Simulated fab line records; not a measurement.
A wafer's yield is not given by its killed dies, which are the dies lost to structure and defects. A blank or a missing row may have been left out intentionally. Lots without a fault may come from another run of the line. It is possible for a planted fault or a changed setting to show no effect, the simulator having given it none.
fab line records	flow n5_finfet
record lots=24	wafers=72	last_day=18
route steps=1938 shown BEOL_M10@1535 BEOL_M11@1539
lots that met no fault: taken from a fault-free run of the same line
start_h: hours from the record's first day to the start of the lot's first wafer shown	wait_h: time in hours since the lot's previous step	" unchanged from the row above	L1.1+2: a single row standing in for several wafers	- no value, or no start was given	* or withheld: withheld	< > ~ a bound
route shown NAME@n: names a module that has steps shown in the file, with the first one's number in the route	usual: mean and standard deviation over wafers with no fault	same: alike in all rows	chamber/n: place in a boat	sites: readings site by site	_std_site: standard deviation across them	_edge_site: mean of outer sites minus mean of inner sites	radius_mm: how far each site lies from the wafer's centre	mask NAME#n: copy n	behind: the most recent tool/chamber to have shaped the wafer	hold: why the lot was held/for how many hours/how that ended	device: which transistor (n, p or np) failed to switch	end of line: tests of these same wafers at the route's end	step lacking rows: just its recipe	killed: at the first sort, the dies lost to defects and structure; wafer yield is something else	map: a wafer's dies, marking killed ones x, the rest . and places with no die _
set.NAME: setting as actually run; set.NAME@STEP: the setting as run at that earlier step	model.NAME: the simulator's own value behind a step, which no gauge read
one table for each step of the route and one row for each wafer, over a sample of lots
services: from which hour (start_h, from the record's first day; less than 0 if before it) a tool's chamber was out of use, for how many hours, and why
## steps
# step N5_BEOL_M10_INSPECT_58
# recipe inspect_instrument=darkfield	mode=post_dep
# usual raw_defect_count=69/21
lot.wafer	tool	chamber	start_h	wait_h	raw_defect_count
L074.4	defect_inspect-02	-	216.23	0.0	110
L074.5	"	-	"	"	77
L074.6	"	-	"	"	119
L076.2	defect_inspect-01	-	228.78	0.0	50
L076.4	"	-	"	"	60
L076.6	"	-	"	"	47
L075.2	defect_inspect-02	-	236.44	0.0	61
L075.3	"	-	"	"	34
L075.4	"	-	"	"	69
L077.3	defect_inspect-01	-	251.89	0.0	62
L077.4	"	-	"	"	85
L077.5	"	-	"	"	85
L078.3	defect_inspect-01	-	262.14	0.0	78
L078.4	"	-	"	"	59
L078.5	"	-	"	"	60
L079.1	defect_inspect-01	-	267.56	0.0	64
L079.4	"	-	"	"	98
L079.6	"	-	"	"	62
L080.1	defect_inspect-02	-	267.80	0.0	57
L080.3	"	-	"	"	75
L080.4	"	-	"	"	66
L083.2	defect_inspect-02	-	286.50	0.0	50
L083.4	"	-	"	"	67
L083.5	"	-	"	"	65
L081.2	defect_inspect-02	-	287.81	0.0	74
L081.4	"	-	"	"	54
L081.6	"	-	"	"	61
L084.2	defect_inspect-02	-	292.78	0.0	91
L084.4	"	-	"	"	122
L084.5	"	-	"	"	125
L082.1	defect_inspect-01	-	302.76	0.0	60
L082.4	"	-	"	"	48
L082.6	"	-	"	"	64
L085.2	defect_inspect-01	-	303.24	0.0	50
L085.4	"	-	"	"	34
L085.6	"	-	"	"	46
L086.4	defect_inspect-01	-	317.36	0.0	54
L086.5	"	-	"	"	55
L086.6	"	-	"	"	58
L087.4	defect_inspect-01	-	321.21	0.0	94
L087.5	"	-	"	"	83
L087.6	"	-	"	"	38
L088.1	defect_inspect-02	-	329.97	0.0	76
L088.2	"	-	"	"	115
L088.6	"	-	"	"	61
L090.2	defect_inspect-01	-	335.59	0.0	67
L090.3	"	-	"	"	50
L090.4	"	-	"	"	83
L089.1	defect_inspect-01	-	337.51	0.0	81
L089.3	"	-	"	"	43
L089.5	"	-	"	"	59
L091.1	defect_inspect-02	-	337.90	0.0	73
L091.5	"	-	"	"	158
L091.6	"	-	"	"	57
L093.1	defect_inspect-02	-	339.77	0.0	49
L093.3	"	-	"	"	62
L093.5	"	-	"	"	90
L096.1	defect_inspect-01	-	345.63	0.0	46
L096.3	"	-	"	"	63
L096.5	"	-	"	"	62
L094.1	defect_inspect-02	-	345.96	0.0	48
L094.2	"	-	"	"	98
L094.5	"	-	"	"	81
L092.1	defect_inspect-01	-	348.11	0.0	59
L092.3	"	-	"	"	100
L092.6	"	-	"	"	92
L095.3	defect_inspect-01	-	368.12	0.0	78
L095.5	"	-	"	"	73
L095.6	"	-	"	"	75
L097.2	defect_inspect-02	-	388.11	0.0	67
L097.3	"	-	"	"	86
L097.4	"	-	"	"	71
# step N5_BEOL_M11_PECVD_70
# recipe material=SiO2	target_thk_a=200	temp_c=400	precursor=TEOS/O2	pressure_torr=5.5	rf_w=450	teos_flow_sccm=53.8	gas=O2	flow_sccm=3000	time_s=22.7
# usual heater_power_w=739/110	showerhead_plenum_p_Torr=8.82/0.069	throttle_valve_pct=22.2/0.93
lot.wafer	tool	chamber	start_h	wait_h	heater_power_w	showerhead_plenum_p_Torr	throttle_valve_pct
L074.4	pecvd-03	0	216.91	0.1	761	8.89	21.9
L074.5	"	2	"	"	665	8.76	21.2
L074.6	"	1	"	"	743	8.74	22.3
L076.2	pecvd-01	2	229.44	0.0	974	8.80	24.0
L076.4	"	1	"	"	872	8.93	22.0
L076.6	"	2	"	"	999	8.81	24.3
L075.2	pecvd-03	0	237.12	0.0	778	8.87	21.9
L075.3	"	1	"	"	687	8.74	22.4
L075.4	"	0	"	"	798	8.86	22.0
L077.3	pecvd-01	2	252.63	0.0	936	8.80	24.6
L077.4	"	1	"	"	881	8.92	21.8
L077.5	"	0	"	"	715	8.92	22.5
L078.3	pecvd-04	1	263.30	0.1	696	8.79	22.1
L078.4	"	2	"	"	643	8.87	22.2
L078.5	"	1	"	"	700	8.76	22.1
L079.1	pecvd-03	1	268.29	0.0	768	8.71	22.2
L079.4	"	1	"	"	736	8.75	22.2
L079.6	"	1	"	"	768	8.75	22.6
L080.1	pecvd-01	1	269.17	0.0	776	8.94	22.2
L080.3	"	0	"	"	714	8.90	22.1
L080.4	"	2	"	"	988	8.78	24.3
L083.2	pecvd-03	1	287.16	0.0	779	8.72	22.3
L083.4	"	1	"	"	769	8.74	22.3
L083.5	"	0	"	"	682	8.89	21.6
L081.2	pecvd-01	2	288.48	0.0	954	8.81	24.2
L081.4	"	0	"	"	650	8.91	22.6
L081.6	"	0	"	"	657	8.94	22.4
L084.2	pecvd-04	2	293.48	0.0	627	8.86	22.3
L084.4	"	2	"	"	615	8.89	22.1
L084.5	"	1	"	"	665	8.77	22.0
L082.1	pecvd-03	1	303.43	0.0	656	8.73	22.4
L082.4	"	1	"	"	637	8.74	22.3
L082.6	"	2	"	"	564	8.78	21.5
L085.2	pecvd-03	0	303.90	0.0	792	8.88	22.0
L085.4	"	2	"	"	620	8.77	21.6
L085.6	"	1	"	"	707	8.69	22.2
L086.4	pecvd-01	2	318.04	0.1	994	8.80	24.4
L086.5	"	1	"	"	915	8.91	22.0
L086.6	"	0	"	"	691	8.91	22.1
L087.4	pecvd-01	1	321.89	0.1	793	8.92	22.0
L087.5	"	0	"	"	703	8.93	22.1
L087.6	"	2	"	"	955	8.81	24.3
L088.1	pecvd-04	2	330.64	0.0	707	8.85	22.0
L088.2	"	1	"	"	603	8.74	21.8
L088.6	"	1	"	"	611	8.77	22.1
L090.2	pecvd-03	1	336.25	0.0	710	8.74	22.2
L090.3	"	0	"	"	793	8.83	21.9
L090.4	"	2	"	"	620	8.76	21.6
L089.1	pecvd-03	0	338.18	0.0	812	8.87	21.9
L089.3	"	1	"	"	716	8.72	22.2
L089.5	"	0	"	"	790	8.89	21.8
L091.1	pecvd-04	2	338.57	0.0	723	8.86	22.1
L091.5	"	1	"	"	691	8.77	21.9
L091.6	"	2	"	"	719	8.86	22.1
L093.1	pecvd-03	2	340.43	0.0	624	8.74	21.5
L093.3	"	1	"	"	757	8.72	22.3
L093.5	"	2	"	"	630	8.74	21.3
L096.1	pecvd-03	0	346.31	0.0	803	8.87	22.2
L096.3	"	1	"	"	773	8.74	22.2
L096.5	"	0	"	"	795	8.88	21.9
L094.1	pecvd-01	1	346.62	0.0	861	8.95	22.3
L094.2	"	2	"	"	959	8.82	24.6
L094.5	"	0	"	"	682	8.91	22.3
L092.1	pecvd-04	2	348.78	0.0	740	8.85	22.1
L092.3	"	0	"	"	637	8.81	20.6
L092.6	"	1	"	"	707	8.77	22.2
L095.3	pecvd-04	2	368.88	0.0	633	8.86	22.6
L095.5	"	1	"	"	646	8.77	22.2
L095.6	"	2	"	"	659	8.86	22.6
L097.2	pecvd-01	0	388.78	0.0	619	8.93	22.3
L097.3	"	2	"	"	1008	8.79	24.4
L097.4	"	1	"	"	856	8.91	21.8
# step N5_BEOL_M11_ETCH_62
# recipe chemistry=N2/H2	target=SOC	target_depth_a=1100	overetch_a=220	mask_material=SiARC	temp_c=40	time_s=165	ion_energy_ev=200	pressure_mtorr=30	source_w=840	bias_w=150	n2_flow_sccm=200	h2_flow_sccm=200
# usual drypump_motor_current_A=5.8/0.43	oes_product_au=0.66/0.074	rf_vpp_V=523.9/2.8	showerhead_plenum_p_Torr=2.54/0.094	throttle_valve_pct=17.88/0.27
lot.wafer	tool	chamber	start_h	wait_h	drypump_motor_current_A	oes_product_au	rf_hours_counter_h	rf_vpp_V	showerhead_plenum_p_Torr	throttle_valve_pct
L074.4	rie_diel-05	3	219.48	0.0	6.1	0.61	198	526.1	2.62	18.04
L074.5	"	2	"	"	6.3	0.62	-	522.9	2.53	17.74
L074.6	"	1	"	"	5.8	0.64	-	524.1	2.54	18.12
L076.2	rie_diel-04	1	231.57	0.0	5.2	0.67	111	524.2	2.55	18.02
L076.4	"	3	"	"	5.9	0.75	36	528.3	2.68	17.40
L076.6	"	0	"	"	5.1	0.62	-	520.7	2.42	18.08
L075.2	rie_diel-05	0	238.29	0.0	6.3	0.58	230	519.8	2.41	18.00
L075.3	"	3	"	"	6.1	0.60	204	527.5	2.62	18.06
L075.4	"	1	"	"	5.9	0.63	196	522.9	2.54	18.14
L077.3	rie_diel-05	1	253.93	0.0	5.8	0.63	200	523.9	2.53	18.17
L077.4	"	3	"	"	6.1	0.60	209	525.6	2.61	18.05
L077.5	"	3	"	"	6.1	0.60	-	526.3	2.61	18.05
L078.3	rie_diel-05	3	265.58	0.0	6.1	0.59	212	525.1	2.61	18.07
L078.4	"	0	"	"	6.4	0.58	238	519.1	2.40	18.00
L078.5	"	3	"	"	6.1	0.60	-	525.2	2.61	18.07
L079.1	rie_diel-03	1	270.42	0.0	5.2	0.66	109	521.0	2.46	17.52
L079.4	"	1	"	"	5.1	0.65	-	521.4	2.46	17.55
L079.6	"	0	"	"	5.9	0.67	-	527.7	2.69	18.02
L080.1	rie_diel-04	0	271.58	0.0	5.2	0.60	192	520.2	2.42	18.11
L080.3	"	3	"	"	5.9	0.74	50	529.1	2.68	17.40
L080.4	"	3	"	"	5.8	0.74	-	529.8	2.68	17.42
L083.2	rie_diel-03	3	288.44	0.0	5.7	0.73	45	524.9	2.60	17.61
L083.4	"	2	"	"	5.8	0.83	3	527.6	2.71	17.36
L083.5	"	1	"	"	5.1	0.65	-	521.6	2.46	17.53
L081.2	rie_diel-04	0	291.03	0.0	5.1	0.60	199	520.8	2.41	18.14
L081.4	"	0	"	"	5.1	0.60	-	520.5	2.42	18.12
L081.6	"	1	"	"	5.2	0.66	-	524.6	2.54	18.02
L084.2	rie_diel-05	1	297.68	0.0	5.8	0.62	213	524.7	2.53	18.18
L084.4	"	2	"	"	6.3	0.61	202	522.8	2.52	17.79
L084.5	"	3	"	"	6.1	0.59	-	525.8	2.61	18.08
L082.1	rie_diel-05	1	307.36	0.0	5.9	0.61	216	524.8	2.53	18.18
L082.4	"	3	"	"	6.1	0.59	225	526.4	2.61	18.07
L082.6	"	0	"	"	6.4	0.57	-	520.5	2.40	18.01
L085.2	rie_diel-05	2	307.61	0.0	6.3	0.60	205	523.7	2.52	17.81
L085.4	"	3	"	"	6.1	0.59	225	525.6	2.61	18.09
L085.6	"	1	"	"	5.8	0.62	-	522.5	2.53	18.17
L086.4	rie_diel-05	1	319.59	0.0	5.8	0.62	221	524.9	2.53	18.18
L086.5	"	1	"	"	5.8	0.61	-	523.7	2.53	18.18
L086.6	"	2	"	"	6.3	0.61	-	523.6	2.52	17.79
L087.4	rie_diel-04	0	323.76	0.0	5.1	0.61	208	520.7	2.41	18.15
L087.5	"	2	"	"	6.1	0.82	-	522.3	2.49	17.61
L087.6	"	3	"	"	5.9	0.72	-	526.9	2.67	17.44
L088.1	rie_diel-04	0	331.84	0.0	5.2	0.60	211	519.4	2.41	18.15
L088.2	"	2	"	"	6.1	0.80	12	522.6	2.49	17.62
L088.6	"	2	"	"	6.1	0.81	-	522.0	2.49	17.61
L090.2	rie_diel-05	1	337.43	0.0	5.8	0.61	227	524.0	2.52	18.18
L090.3	"	2	"	"	6.3	0.61	216	521.7	2.51	17.82
L090.4	"	3	"	"	6.1	0.58	235	525.6	2.60	18.11
L089.1	rie_diel-04	3	339.39	0.0	5.9	0.71	70	525.7	2.67	17.47
L089.3	"	1	"	"	5.2	0.65	142	524.8	2.53	18.04
L089.5	"	1	"	"	5.2	0.64	-	523.8	2.53	18.06
L091.1	rie_diel-04	1	339.91	0.0	5.2	0.65	143	524.0	2.54	18.05
L091.5	"	2	"	"	6.1	0.79	-	523.4	2.49	17.62
L091.6	"	1	"	"	5.2	0.65	-	523.2	2.54	18.04
L093.1	rie_diel-04	3	343.67	0.0	5.9	0.71	72	527.4	2.67	17.45
L093.3	"	2	"	"	6.1	0.80	17	522.8	2.49	17.63
L093.5	"	1	"	"	5.2	0.65	-	523.0	2.53	18.07
L096.1	rie_diel-04	3	347.51	0.0	5.9	0.71	73	527.8	2.67	17.47
L096.3	"	0	"	"	5.1	0.59	217	521.4	2.41	18.15
L096.5	"	0	"	"	5.2	0.59	-	520.6	2.41	18.16
L094.1	rie_diel-05	1	348.03	0.0	5.8	0.61	231	524.1	2.52	18.19
L094.2	"	3	"	"	6.1	0.58	239	525.8	2.60	18.12
L094.5	"	3	"	"	6.1	0.58	-	525.0	2.60	18.11
L092.1	rie_diel-04	2	350.53	0.0	6.1	0.80	19	523.0	2.48	17.62
L092.3	"	3	"	"	5.9	0.72	75	528.5	2.67	17.44
L092.6	"	1	"	"	5.2	0.64	-	523.1	2.53	18.06
L095.3	rie_diel-03	2	372.00	0.0	5.8	0.77	27	528.8	2.70	17.41
L095.5	"	2	"	"	5.8	0.77	-	528.1	2.70	17.40
L095.6	"	3	"	"	5.6	0.70	-	524.3	2.59	17.63
L097.2	rie_diel-04	2	390.51	0.0	6.1	0.77	31	521.8	2.48	17.64
L097.3	"	1	"	"	5.2	0.64	159	523.4	2.53	18.08
L097.4	"	0	"	"	5.1	0.58	229	519.3	2.40	18.17
# step N5_BEOL_M11_STRIP_36
# recipe chemistry=N2/H2	power_w=450	temp_c=40	pressure_mtorr=20	rf_frequency_hz=6e+07	overash_fraction=0.3	bias_power_w=7	h2_frac=0.5	n2_flow_sccm=200	h2_flow_sccm=200
# usual drypump_motor_current_A=5.8/0.41	oes_product_au=0.79/0.092	rf_vpp_V=59.4/2	showerhead_plenum_p_Torr=2.56/0.096	throttle_valve_pct=23.66/0.3
lot.wafer	tool	chamber	start_h	wait_h	drypump_motor_current_A	oes_product_au	rf_hours_counter_h	rf_vpp_V	showerhead_plenum_p_Torr	throttle_valve_pct
L074.4	rie_diel-04	3	222.41	0.0	5.9	0.88	34	62.1	2.68	23.23
L074.5	"	2	"	"	6.1	0.68	-	58.8	2.49	23.79
L074.6	"	1	"	"	5.2	0.79	-	58.8	2.54	23.84
L076.2	rie_diel-05	2	233.62	0.0	6.3	0.73	183	61.6	2.52	23.65
L076.4	"	1	"	"	5.9	0.76	194	61.4	2.53	24.09
L076.6	"	0	"	"	6.3	0.68	-	56.6	2.40	23.80
L075.2	rie_diel-04	2	239.43	0.0	6.1	0.68	245	59.3	2.49	23.78
L075.3	"	3	"	"	5.9	0.88	39	60.2	2.68	23.19
L075.4	"	2	"	"	6.1	0.68	-	61.5	2.49	23.77
L077.3	rie_diel-03	1	256.35	0.0	5.2	0.78	104	55.4	2.46	23.34
L077.4	"	3	"	"	5.6	0.86	-	56.9	2.60	23.43
L077.5	"	0	"	"	5.9	0.78	-	59.1	2.69	23.83
L078.3	rie_diel-05	1	266.62	0.0	5.9	0.74	204	61.6	2.53	24.04
L078.4	"	2	"	"	6.3	0.72	193	61.5	2.52	23.68
L078.5	"	1	"	"	5.9	0.72	-	61.1	2.53	24.05
L079.1	rie_diel-03	3	274.21	0.0	5.6	0.86	40	59.9	2.59	23.40
L079.4	"	1	"	"	5.1	0.78	-	58.9	2.46	23.30
L079.6	"	3	"	"	5.6	0.88	-	57.7	2.59	23.42
L080.1	rie_diel-03	1	274.74	0.0	5.2	0.78	111	57.4	2.46	23.31
L080.3	"	3	"	"	5.7	0.85	40	59.3	2.59	23.42
L080.4	"	3	"	"	5.7	0.87	-	58.4	2.59	23.43
L083.2	rie_diel-04	0	291.51	0.0	5.1	0.72	199	61.2	2.41	23.94
L083.4	"	3	"	"	5.9	0.86	-	59.3	2.67	23.21
L083.5	"	1	"	"	5.2	0.79	-	61.5	2.54	23.88
L081.2	rie_diel-03	0	296.47	0.0	5.9	0.80	123	57.7	2.68	23.80
L081.4	"	1	"	"	5.2	0.78	117	62.8	2.45	23.33
L081.6	"	3	"	"	5.6	0.85	-	57.3	2.59	23.44
L084.2	rie_diel-04	2	300.38	0.0	6.1	1.01	2	57.6	2.49	23.41
L084.4	"	0	"	"	5.1	0.70	201	59.1	2.41	23.92
L084.5	"	3	"	"	5.9	0.85	-	61.2	2.67	23.25
L082.1	rie_diel-04	1	308.39	0.0	5.2	0.77	131	61.6	2.54	23.90
L082.4	"	2	"	"	6.1	0.99	4	58.2	2.49	23.43
L082.6	"	2	"	"	6.1	1.01	-	58.7	2.49	23.41
L085.2	rie_diel-05	2	310.92	0.0	6.3	0.71	206	61.4	2.51	23.66
L085.4	"	1	"	"	5.8	0.73	-	58.5	2.52	24.03
L085.6	"	2	"	"	6.3	0.72	-	58.4	2.51	23.67
L086.4	rie_diel-03	0	321.25	0.0	5.9	0.78	130	56.9	2.68	23.87
L086.5	"	0	"	"	5.8	0.79	-	58.9	2.68	23.85
L086.6	"	1	"	"	5.1	0.75	-	60.5	2.45	23.36
L087.4	rie_diel-03	1	327.91	0.0	5.1	0.76	125	60.7	2.45	23.34
L087.5	"	3	"	"	5.7	0.85	-	62.1	2.59	23.43
L087.6	"	2	"	"	5.8	0.94	-	57.9	2.70	23.11
L088.1	rie_diel-05	0	333.10	0.0	6.3	0.99	4	57.3	2.71	23.51
L088.2	"	1	"	"	5.8	0.73	225	54.8	2.52	24.06
L088.6	"	2	"	"	6.3	0.71	-	57.4	2.51	23.69
L090.2	rie_diel-05	1	338.65	0.0	5.8	0.72	227	57.5	2.52	24.06
L090.3	"	3	"	"	6.1	0.68	236	59.7	2.60	24.00
L090.4	"	2	"	"	6.3	0.71	216	60.9	2.51	23.67
L089.1	rie_diel-04	2	342.49	0.0	6.1	0.95	16	58.0	2.48	23.43
L089.3	"	1	"	"	5.3	0.77	143	58.8	2.53	23.89
L089.5	"	2	"	"	6.1	0.95	-	58.4	2.48	23.41
L091.1	rie_diel-03	1	343.24	0.0	5.1	0.75	130	55.6	2.45	23.34
L091.5	"	2	"	"	5.8	0.92	-	57.8	2.70	23.15
L091.6	"	3	"	"	5.6	0.83	-	56.8	2.59	23.39
L093.1	rie_diel-04	0	346.22	0.0	5.1	0.69	217	59.9	2.40	23.98
L093.3	"	2	"	"	6.1	0.97	18	57.9	2.48	23.41
L093.5	"	1	"	"	5.2	0.77	-	57.9	2.53	23.90
L094.1	rie_diel-05	1	349.37	0.0	5.8	0.72	232	58.2	2.52	24.08
L094.2	"	3	"	"	6.1	0.67	240	59.0	2.60	23.96
L094.5	"	0	"	"	6.3	0.96	-	59.3	2.71	23.52
L096.1	rie_diel-04	3	349.54	0.0	5.9	0.85	74	60.0	2.66	23.24
L096.3	"	2	"	"	6.2	0.94	18	56.8	2.48	23.45
L096.5	"	0	"	"	5.1	0.70	-	60.0	2.40	23.95
L092.1	rie_diel-04	2	353.23	0.0	6.1	0.94	20	58.3	2.48	23.41
L092.3	"	0	"	"	5.2	0.70	219	58.2	2.40	23.94
L092.6	"	2	"	"	6.1	0.96	-	59.0	2.48	23.46
L095.3	rie_diel-04	3	377.96	0.0	5.9	0.82	82	61.6	2.66	23.28
L095.5	"	1	"	"	5.2	0.75	-	59.8	2.53	23.92
L095.6	"	0	"	"	5.2	0.68	-	56.6	2.40	24.01
L097.2	rie_diel-05	0	393.09	0.0	6.3	0.92	24	61.5	2.70	23.54
L097.3	"	2	"	"	6.3	0.70	229	59.7	2.50	23.68
L097.4	"	2	"	"	6.3	0.70	-	59.5	2.50	23.69
# step N5_BEOL_M11_CURE_72
# recipe temp_c=370	time_s=120	ambient=DMADMS/He	material=SiCOH_lowk
# usual lamp_power_pct=52.32/0.058	wafer_temp_C_max=371.6/0.57
lot.wafer	tool	chamber	start_h	wait_h	lamp_power_pct	wafer_temp_C_max
L074.4	uv_cure-03	0	222.98	0.2	52.45	372.0
L074.5	"	0	"	"	52.39	371.6
L074.6	"	0	"	"	52.34	371.8
L076.2	uv_cure-02	0	234.09	0.1	52.33	372.5
L076.4	"	0	"	"	52.41	372.3
L076.6	"	0	"	"	52.26	371.5
L075.2	uv_cure-01	0	240.05	0.2	52.36	370.9
L075.3	"	0	"	"	52.40	371.3
L075.4	"	0	"	"	52.27	371.3
L077.3	uv_cure-01	0	257.10	0.3	52.28	371.4
L077.4	"	0	"	"	52.37	371.1
L077.5	"	0	"	"	52.23	371.2
L078.3	uv_cure-01	0	267.13	0.1	52.37	371.2
L078.4	"	0	"	"	52.28	371.3
L078.5	"	0	"	"	52.31	371.3
L079.1	uv_cure-03	2	274.63	0.0	52.25	371.6
L079.4	"	2	"	"	52.41	372.3
L079.6	"	2	"	"	52.28	371.4
L080.1	uv_cure-01	1	275.16	0.0	52.31	372.3
L080.3	"	1	"	"	52.25	372.4
L080.4	"	1	"	"	52.28	372.0
L083.2	uv_cure-02	1	291.98	0.1	52.28	371.3
L083.4	"	1	"	"	52.31	371.1
L083.5	"	1	"	"	52.25	371.2
L081.2	uv_cure-02	0	297.10	0.2	52.36	371.9
L081.4	"	0	"	"	52.29	371.7
L081.6	"	0	"	"	52.23	371.3
L084.2	uv_cure-01	2	301.15	0.3	52.15	371.5
L084.4	"	2	"	"	52.37	371.1
L084.5	"	2	"	"	52.28	371.4
L082.1	uv_cure-01	2	308.90	0.0	52.28	371.1
L082.4	"	2	"	"	52.39	371.7
L082.6	"	2	"	"	52.33	371.3
L085.2	uv_cure-02	1	311.67	0.4	52.28	371.5
L085.4	"	1	"	"	52.31	371.3
L085.6	"	1	"	"	52.26	371.4
L086.4	uv_cure-02	1	321.95	0.3	52.18	371.0
L086.5	"	1	"	"	52.31	370.8
L086.6	"	1	"	"	52.33	371.2
L087.4	uv_cure-03	1	328.58	0.2	52.28	371.2
L087.5	"	1	"	"	52.36	371.5
L087.6	"	1	"	"	52.39	371.2
L088.1	uv_cure-01	1	333.52	0.0	52.31	372.8
L088.2	"	1	"	"	52.28	373.3
L088.6	"	1	"	"	52.36	373.0
L090.2	uv_cure-01	2	339.13	0.1	52.34	371.4
L090.3	"	2	"	"	52.24	371.5
L090.4	"	2	"	"	52.28	371.1
L089.1	uv_cure-01	1	342.91	0.0	52.33	371.9
L089.3	"	1	"	"	52.24	371.8
L089.5	"	1	"	"	52.36	371.8
L091.1	uv_cure-03	0	343.67	0.0	52.37	371.3
L091.5	"	0	"	"	52.34	371.9
L091.6	"	0	"	"	52.33	372.2
L093.1	uv_cure-01	2	346.64	0.0	52.29	371.1
L093.3	"	2	"	"	52.31	371.5
L093.5	"	2	"	"	52.33	371.4
L094.1	uv_cure-03	1	349.79	0.0	52.32	371.3
L094.2	"	1	"	"	52.28	371.5
L094.5	"	1	"	"	52.32	371.2
L096.1	uv_cure-01	1	349.96	0.0	52.32	372.4
L096.3	"	1	"	"	52.22	372.1
L096.5	"	1	"	"	52.32	371.7
L092.1	uv_cure-02	0	353.65	0.0	52.41	371.9
L092.3	"	0	"	"	52.34	372.2
L092.6	"	0	"	"	52.26	372.0
L095.3	uv_cure-01	1	378.50	0.1	52.29	372.2
L095.5	"	1	"	"	52.28	373.0
L095.6	"	1	"	"	52.36	372.2
L097.2	uv_cure-01	0	393.56	0.1	52.29	371.4
L097.3	"	0	"	"	52.40	371.0
L097.4	"	0	"	"	52.33	371.1
# step N5_BEOL_M11_SURFACE_TREAT_76
# recipe gas=Ar	time_s=*	ion_energy_ev=*	ion_current_ma_cm2=0.5	pressure_mtorr=*	ar_flow_sccm=30
# usual throttle_valve_pct=*
lot.wafer	tool	chamber	start_h	wait_h	throttle_valve_pct
L074.4	pvd_sputter-03	-	226.17	2.0	*
L074.5	"	-	"	"	*
L074.6	"	-	"	"	*
L076.2	pvd_sputter-03	-	234.83	0.2	*
L076.4	"	-	"	"	*
L076.6	"	-	"	"	*
L075.2	pvd_sputter-03	-	241.05	0.4	*
L075.3	"	-	"	"	*
L075.4	"	-	"	"	*
L077.3	pvd_sputter-02	-	258.41	0.3	*
L077.4	"	-	"	"	*
L077.5	"	-	"	"	*
L078.3	pvd_sputter-01	-	269.01	0.2	*
L078.4	"	-	"	"	*
L078.5	"	-	"	"	*
L079.1	pvd_sputter-03	-	275.76	0.4	*
L079.4	"	-	"	"	*
L079.6	"	-	"	"	*
L080.1	pvd_sputter-02	-	276.90	0.5	*
L080.3	"	-	"	"	*
L080.4	"	-	"	"	*
L083.2	pvd_sputter-01	-	292.66	0.2	*
L083.4	"	-	"	"	*
L083.5	"	-	"	"	*
L081.2	pvd_sputter-01	-	297.82	0.2	*
L081.4	"	-	"	"	*
L081.6	"	-	"	"	*
L084.2	pvd_sputter-03	-	302.14	0.2	*
L084.4	"	-	"	"	*
L084.5	"	-	"	"	*
L082.1	pvd_sputter-02	-	310.91	0.2	*
L082.4	"	-	"	"	*
L082.6	"	-	"	"	*
L085.2	pvd_sputter-01	-	312.58	0.2	*
L085.4	"	-	"	"	*
L085.6	"	-	"	"	*
L086.4	pvd_sputter-01	-	323.48	0.3	*
L086.5	"	-	"	"	*
L086.6	"	-	"	"	*
L087.4	pvd_sputter-02	-	329.38	0.2	*
L087.5	"	-	"	"	*
L087.6	"	-	"	"	*
L088.1	pvd_sputter-03	-	334.63	0.3	*
L088.2	"	-	"	"	*
L088.6	"	-	"	"	*
L090.2	pvd_sputter-01	-	341.86	1.8	*
L090.3	"	-	"	"	*
L090.4	"	-	"	"	*
L089.1	pvd_sputter-02	-	343.85	0.2	*
L089.3	"	-	"	"	*
L089.5	"	-	"	"	*
L091.1	pvd_sputter-03	-	344.80	0.6	*
L091.5	"	-	"	"	*
L091.6	"	-	"	"	*
L093.1	pvd_sputter-03	-	347.52	0.2	*
L093.3	"	-	"	"	*
L093.5	"	-	"	"	*
L094.1	pvd_sputter-02	-	350.73	0.2	*
L094.2	"	-	"	"	*
L094.5	"	-	"	"	*
L096.1	pvd_sputter-01	-	351.09	0.4	*
L096.3	"	-	"	"	*
L096.5	"	-	"	"	*
L092.1	pvd_sputter-03	-	354.99	0.2	*
L092.3	"	-	"	"	*
L092.6	"	-	"	"	*
L095.3	pvd_sputter-03	-	379.48	0.3	*
L095.5	"	-	"	"	*
L095.6	"	-	"	"	*
L097.2	pvd_sputter-01	-	394.44	0.2	*
L097.3	"	-	"	"	*
L097.4	"	-	"	"	*
## services
tool	chamber	start_h	hours	kind
pvd_sputter-01	-	196.31	1.0	repair
rie_diel-03	0	213.96	5.6	repair
rie_diel-05	-	227.00	2.8	pm
rie_diel-04	0	237.79	3.5	repair
pecvd-04	0	238.16	8.0	repair
rie_diel-04	1	248.31	9.3	repair
rie_diel-03	2	249.73	7.8	repair
uv_cure-02	-	261.14	1.0	pm
pecvd-03	2	264.37	6.0	repair
pecvd-01	1	282.80	15.4	repair
rie_diel-04	1	284.76	2.5	repair
uv_cure-03	-	287.07	5.5	repair
pecvd-01	2	293.00	3.6	repair
pvd_sputter-01	-	302.73	1.0	repair
uv_cure-03	-	310.81	2.1	pm
pvd_sputter-02	-	321.35	3.9	repair
rie_diel-04	3	324.90	6.0	repair
rie_diel-05	2	342.02	12.7	repair
uv_cure-01	-	363.04	2.1	pm
uv_cure-01	-	366.49	7.5	pm
pvd_sputter-03	-	372.82	2.8	repair
pecvd-03	1	381.12	6.1	repair
uv_cure-03	-	382.41	1.0	pm
rie_diel-03	-	389.23	0.3	repair
## key
fault none
